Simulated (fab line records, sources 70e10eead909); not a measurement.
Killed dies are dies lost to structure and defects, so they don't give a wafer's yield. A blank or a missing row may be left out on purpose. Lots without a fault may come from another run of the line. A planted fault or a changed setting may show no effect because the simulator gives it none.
Which tool did it? | flow nand_harc | 10 lots, 30 wafers sampled, at 6 steps of a route of 1159

WHAT THE GAUGES READ, wafer by wafer
NHARC_END_SORT_01. Usual: killed_at_array 27, standard deviation 11; killed_at_other 0.6, standard deviation 1; killed_at_periphery 3.0, standard deviation 2.1; killed_dies 31, standard deviation 12; killed_open 3.2, standard deviation 1.7; killed_short 1.7, standard deviation 1.4.
lot  | measured     | on        | killed_at_array | killed_at_other | killed_at_periphery | killed_dies | killed_open | killed_short | flag
L595 | day 20 20:02 | prober-01 | 11 11 9         | 0 0 0           | 3 1 3               | 14 12 12    | 3 1 6       | 0 1 0        |
L604 | day 21 18:46 | prober-01 | 676 675 675     | 0 0 1           | 1 2 1               | 677 677 677 | 3 3 1       | 2 1 1        | OFF
L605 | day 22 08:10 | prober-01 | 674 674 671     | 1 1 0           | 2 2 6               | 677 677 677 | 5 2 4       | 0 0 3        | OFF
L607 | day 22 09:09 | prober-02 | 12 12 10        | 0 0 0           | 1 2 2               | 13 14 12    | 1 4 3       | 1 0 1        |
L610 | day 23 12:49 | prober-01 | 48 40 36        | 4 3 2           | 1 4 5               | 53 47 43    | 1 4 0       | 2 2 1        |

WHICH TOOL RAN EACH LOT (tool, then ch and the chambers of the sampled wafers, then the start)
lot  | NHARC_A_CHANNEL_HOLE_D1_ETCH_39               | NHARC_A_CHANNEL_HOLE_D1_ETCH_24  | NHARC_A_CHANNEL_HOLE_D1_ETCH_33  | NHARC_A_CHANNEL_HOLE_D1_STRIP_27              | NHARC_A_CHANNEL_HOLE_D1_XSEM_31
L595 | rie_diel-09 ch 0,2, day 8 23:41 or earlier    | har_etch-02 ch 0,1, day 8 23:41  | har_etch-02 ch 0,1, day 9 01:20  | rie_diel-04 ch 0,3, day 9 03:34 or earlier    | xsem-02 ch 0, day 9 03:34
L604 | rie_diel-09 ch 1,3, day 10 15:41 or earlier   | har_etch-02 ch 0,1, day 10 15:41 | har_etch-02 ch 0,1, day 10 17:25 | rie_diel-10 ch 1,2,3, day 10 19:31 or earlier | xsem-02 ch 0, day 10 19:31
L605 | rie_diel-04 ch 0,1,2, day 11 14:48 or earlier | har_etch-01 ch 0,1, day 11 14:48 | har_etch-01 ch 0,1, day 11 16:34 | rie_diel-04 ch 2,3, day 11 18:10 or earlier   | xsem-01 ch 0, day 11 18:10
L607 | rie_diel-10 ch 1,2,3, day 11 16:28 or earlier | har_etch-02 ch 0,1, day 11 16:28 | har_etch-02 ch 0,1, day 11 18:20 | rie_diel-04 ch 0,1,3, day 11 19:58 or earlier | xsem-02 ch 0, day 11 19:58
L606 | rie_diel-04 ch 0,2, day 11 18:59 or earlier   | har_etch-01 ch 0,1, day 11 18:59 | har_etch-01 ch 0,1, day 11 20:43 | rie_diel-04 ch 1,3, day 11 22:19 or earlier   | xsem-01 ch 0, day 11 22:19
L610 | rie_diel-09 ch 1,2,3, day 12 14:22 or earlier | har_etch-02 ch 0,1, day 12 14:22 | har_etch-02 ch 0,1, day 12 16:12 | rie_diel-04 ch 1,2, day 12 17:50 or earlier   | xsem-02 ch 0, day 12 17:50
L613 | rie_diel-09 ch 2,3, day 13 09:35 or earlier   | har_etch-02 ch 0,1, day 13 09:35 | har_etch-02 ch 0,1, day 13 11:27 | rie_diel-04 ch 0,1,3, day 13 13:05 or earlier | xsem-01 ch 0, day 13 13:05
L614 | rie_diel-10 ch 0,1,3, day 13 10:28 or earlier | har_etch-01 ch 0,1, day 13 10:28 | har_etch-01 ch 0,1, day 13 12:19 | rie_diel-10 ch 0,1,2, day 13 14:06 or earlier | xsem-01 ch 0, day 13 14:06
L616 | rie_diel-09 ch 0,2, day 14 06:46 or earlier   | har_etch-02 ch 1, day 14 06:46   | har_etch-02 ch 1, day 14 08:31   | rie_diel-09 ch 0,1, day 14 10:10 or earlier   | xsem-02 ch 0, day 14 10:10
L617 | rie_diel-10 ch 1,3, day 14 10:48 or earlier   | har_etch-02 ch 0,1, day 14 10:48 | har_etch-02 ch 0,1, day 14 12:38 | rie_diel-09 ch 0,1,3, day 14 14:16 or earlier | xsem-01 ch 0, day 14 14:16
- NHARC_A_CHANNEL_HOLE_D1_ETCH_39: etches the open film in N2/H2, target depth 260 nm, time 325 s.
- NHARC_A_CHANNEL_HOLE_D1_ETCH_24: etches the open film in C4F8/O2/Ar, time 906.2 s, target depth 1500 nm.
- NHARC_A_CHANNEL_HOLE_D1_ETCH_33: etches the open film in C4F8/O2/Ar, time 90 s, target depth 400 nm.
- NHARC_A_CHANNEL_HOLE_D1_STRIP_27: strips in O2.
- NHARC_A_CHANNEL_HOLE_D1_XSEM_31

WHAT THE TOOLS THEMSELVES READ (means of the sampled wafers that have a number; where no wafer has one, the mark that the record gives instead)
NHARC_A_CHANNEL_HOLE_D1_ETCH_39. Usual: bias_w 150.0 W, standard deviation 0.46; chamber_pressure_mTorr 30.00 mTorr, standard deviation 0.03; drypump_motor_current_A 5.9 A, standard deviation 0.41; oes_product_au 1.003 a.u., standard deviation 0.0087; rf_vpp_V 429.8 V, standard deviation 2.7; showerhead_plenum_p_Torr 2.02 Torr, standard deviation 0.094; throttle_valve_pct 14.171 %, standard deviation 0.0097.
lot  | tool        | bias_w (W) | chamber_pressure_mTorr (mTorr) | drypump_motor_current_A (A) | oes_product_au (a.u.) | rf_vpp_V (V) | showerhead_plenum_p_Torr (Torr) | throttle_valve_pct (%) | flag
L595 | rie_diel-09 | 149.7      | 29.99                          | 5.9                         | 0.999                 | 430.0        | 2.01                            | 14.167                 |
L604 | rie_diel-09 | 149.7      | 30.01                          | 6.1                         | 0.985                 | 428.4        | 1.97                            | 14.169                 |
L605 | rie_diel-04 | 150.1      | 30.01                          | 6.1                         | 1.000                 | 428.2        | 1.95                            | 14.163                 |
L607 | rie_diel-10 | 149.6      | 30.00                          | 5.7                         | 1.001                 | 431.5        | 2.06                            | 14.173                 |
L606 | rie_diel-04 | 150.2      | 30.01                          | 5.9                         | 0.993                 | 428.6        | 1.96                            | 14.183                 |
L610 | rie_diel-09 | 150.5      | 29.99                          | 6.0                         | 1.003                 | 428.6        | 1.98                            | 14.163                 |
L613 | rie_diel-09 | 149.8      | 30.01                          | 5.8                         | 1.004                 | 429.4        | 2.00                            | 14.171                 |
L614 | rie_diel-10 | 149.7      | 30.00                          | 6.0                         | 1.002                 | 431.2        | 2.07                            | 14.168                 |
L616 | rie_diel-09 | 149.9      | 29.99                          | 6.0                         | 1.001                 | 429.5        | 2.00                            | 14.165                 |
L617 | rie_diel-10 | 149.7      | 29.98                          | 5.8                         | 1.002                 | 430.8        | 2.07                            | 14.173                 |

NHARC_A_CHANNEL_HOLE_D1_ETCH_24. Usual: c4f8_flow_sccm 93.76 sccm, standard deviation 0.24; chamber_pressure_mTorr 20.001 mTorr, standard deviation 0.018; drypump_motor_current_A 5.77 A, standard deviation 0.082; showerhead_plenum_p_Torr 3.74 Torr, standard deviation 0.11; throttle_valve_pct 32.235 %, standard deviation 0.0089.
lot  | tool        | c4f8_flow_sccm (sccm) | chamber_pressure_mTorr (mTorr) | drypump_motor_current_A (A) | showerhead_plenum_p_Torr (Torr) | throttle_valve_pct (%) | flag
L595 | har_etch-02 | 93.82                 | 19.999                         | 5.78                        | 3.73                            | 32.237                 |
L604 | har_etch-02 | 93.80                 | 19.996                         | 5.84                        | 3.65                            | 32.235                 |
L605 | har_etch-01 | 93.74                 | 19.996                         | 5.75                        | 3.80                            | 32.235                 |
L607 | har_etch-02 | 93.90                 | 20.019                         | 5.84                        | 3.64                            | 32.230                 |
L606 | har_etch-01 | 93.88                 | 20.017                         | 5.74                        | 3.80                            | 32.246                 |
L610 | har_etch-02 | 93.65                 | 19.998                         | 5.82                        | 3.64                            | 32.227                 |
L613 | har_etch-02 | 93.69                 | 20.003                         | 5.78                        | 3.70                            | 32.240                 |
L614 | har_etch-01 | 93.66                 | 20.000                         | 5.74                        | 3.79                            | 32.232                 |
L616 | har_etch-02 | 93.75                 | 19.994                         | 5.74                        | 3.77                            | 32.235                 |
L617 | har_etch-02 | 93.83                 | 20.000                         | 5.79                        | 3.70                            | 32.235                 |

NHARC_A_CHANNEL_HOLE_D1_ETCH_33. Usual: bias_v 401 V, standard deviation 4; c4f8_flow_sccm 41.69 sccm, standard deviation 0.12; drypump_motor_current_A 5.77 A, standard deviation 0.079; showerhead_plenum_p_Torr 3.78 Torr, standard deviation 0.11; throttle_valve_pct 27.619 %, standard deviation 0.01.
lot  | tool        | bias_v (V) | c4f8_flow_sccm (sccm) | drypump_motor_current_A (A) | showerhead_plenum_p_Torr (Torr) | throttle_valve_pct (%) | flag
L595 | har_etch-02 | 403        | 41.79                 | 5.79                        | 3.77                            | 27.616                 |
L604 | har_etch-02 | -          | -                     | -                           | -                               | -                      | OFF
L605 | har_etch-01 | -          | -                     | -                           | -                               | -                      | OFF
L607 | har_etch-02 | 403        | 41.64                 | 5.82                        | 3.68                            | 27.621                 |
L606 | har_etch-01 | 400        | 41.52                 | 5.77                        | 3.85                            | 27.607                 |
L610 | har_etch-02 | 400        | 41.62                 | 5.83                        | 3.68                            | 27.619                 |
L613 | har_etch-02 | 402        | 41.79                 | 5.78                        | 3.75                            | 27.625                 |
L614 | har_etch-01 | 400        | 41.69                 | 5.75                        | 3.84                            | 27.613                 |
L616 | har_etch-02 | 402        | 41.58                 | 5.74                        | 3.82                            | 27.614                 |
L617 | har_etch-02 | 399        | 41.62                 | 5.78                        | 3.74                            | 27.625                 |

NHARC_A_CHANNEL_HOLE_D1_STRIP_27. Usual: drypump_motor_current_A 5.9 A, standard deviation 0.46; oes_product_au 1.002 a.u., standard deviation 0.0091; rf_vpp_V 57.6 V, standard deviation 0.88; showerhead_plenum_p_Torr 3.49 Torr, standard deviation 0.14; throttle_valve_pct 17.037 %, standard deviation 0.0087.
lot  | tool        | drypump_motor_current_A (A) | oes_product_au (a.u.) | rf_vpp_V (V) | showerhead_plenum_p_Torr (Torr) | throttle_valve_pct (%) | flag
L595 | rie_diel-04 | 5.7                         | 1.006                 | 58.2         | 3.49                            | 17.037                 |
L604 | rie_diel-10 | 5.7                         | 0.998                 | 57.5         | 3.56                            | 17.030                 |
L605 | rie_diel-04 | 5.3                         | 0.986                 | 56.7         | 3.47                            | 17.043                 |
L607 | rie_diel-04 | 5.9                         | 0.999                 | 57.3         | 3.43                            | 17.036                 |
L606 | rie_diel-04 | 6.0                         | 1.007                 | 57.0         | 3.38                            | 17.027                 |
L610 | rie_diel-04 | 6.3                         | 1.008                 | 57.3         | 3.33                            | 17.036                 |
L613 | rie_diel-04 | 5.9                         | 1.001                 | 57.1         | 3.43                            | 17.044                 |
L614 | rie_diel-10 | 5.7                         | 0.998                 | 58.5         | 3.70                            | 17.036                 |
L616 | rie_diel-09 | 6.2                         | 1.002                 | 57.1         | 3.40                            | 17.046                 |
L617 | rie_diel-09 | 6.2                         | 1.006                 | 58.4         | 3.41                            | 17.028                 |

NHARC_A_CHANNEL_HOLE_D1_XSEM_31. Usual: bot_cd_nm 74.4 nm, standard deviation 1.6; bow_nm 8.53 nm, standard deviation 0.23; tilt_deg 0.08 degrees, standard deviation 0.04.
lot  | tool    | bot_cd_nm (nm) | bow_nm (nm) | tilt_deg (degrees) | flag
L595 | xsem-02 | 75.1           | 8.34        | -0.01              |
L604 | xsem-02 | 75.0           | 8.30        | 0.05               |
L605 | xsem-01 | 74.1           | 8.27        | 0.13               |
L607 | xsem-02 | 73.7           | 8.86        | 0.10               |
L606 | xsem-01 | 75.8           | 8.42        | 0.09               |
L610 | xsem-02 | 73.9           | 8.61        | 0.02               |
L613 | xsem-01 | 74.9           | 8.42        | 0.08               |
L614 | xsem-01 | 75.8           | 8.46        | 0.13               |
L616 | xsem-02 | 76.5           | 8.76        | 0.11               |
L617 | xsem-01 | 75.8           | 8.69        | 0.14               |

THE ANSWER, worked out from the rows above alone
Rule: a lot is off if the mean of its wafers that have a number lies more than 3 standard deviations from the usual mean. A lot without any number at a reading at which 4 lots or more have one is off too. The other lots that the step has rows for count as sound. The gauges are gone through in route order, then the tools' own readings, and for those a lot's mean is taken as printed above. The first step at which some lot is off is used, and at that step the reading that is off furthest; a lot without a number counts as furthest.
Off: L604, L605, at NHARC_END_SORT_01 (killed_at_array). Neither off nor sound, because the step has no rows for them: L606, L613, L614, L616, L617.
A tool fits if, at a process step before that reading, it ran every lot that is off, and no sound lot after the first of them. The gauges at NHARC_END_SORT_01 aren't tried: what is off there is off at NHARC_A_CHANNEL_HOLE_D1_ETCH_33 too, on other tools, and a gauge's error can't cause that. NHARC_A_CHANNEL_HOLE_D1_ETCH_39 gives no start for some lots, so the hours and the order of its lots are those of NHARC_A_CHANNEL_HOLE_D1_ETCH_24. NHARC_A_CHANNEL_HOLE_D1_STRIP_27 gives no start for some lots, so the hours and the order of its lots are those of NHARC_A_CHANNEL_HOLE_D1_XSEM_31. None of those tried fits.

WHAT THE SIMULATOR HAD PUT IN
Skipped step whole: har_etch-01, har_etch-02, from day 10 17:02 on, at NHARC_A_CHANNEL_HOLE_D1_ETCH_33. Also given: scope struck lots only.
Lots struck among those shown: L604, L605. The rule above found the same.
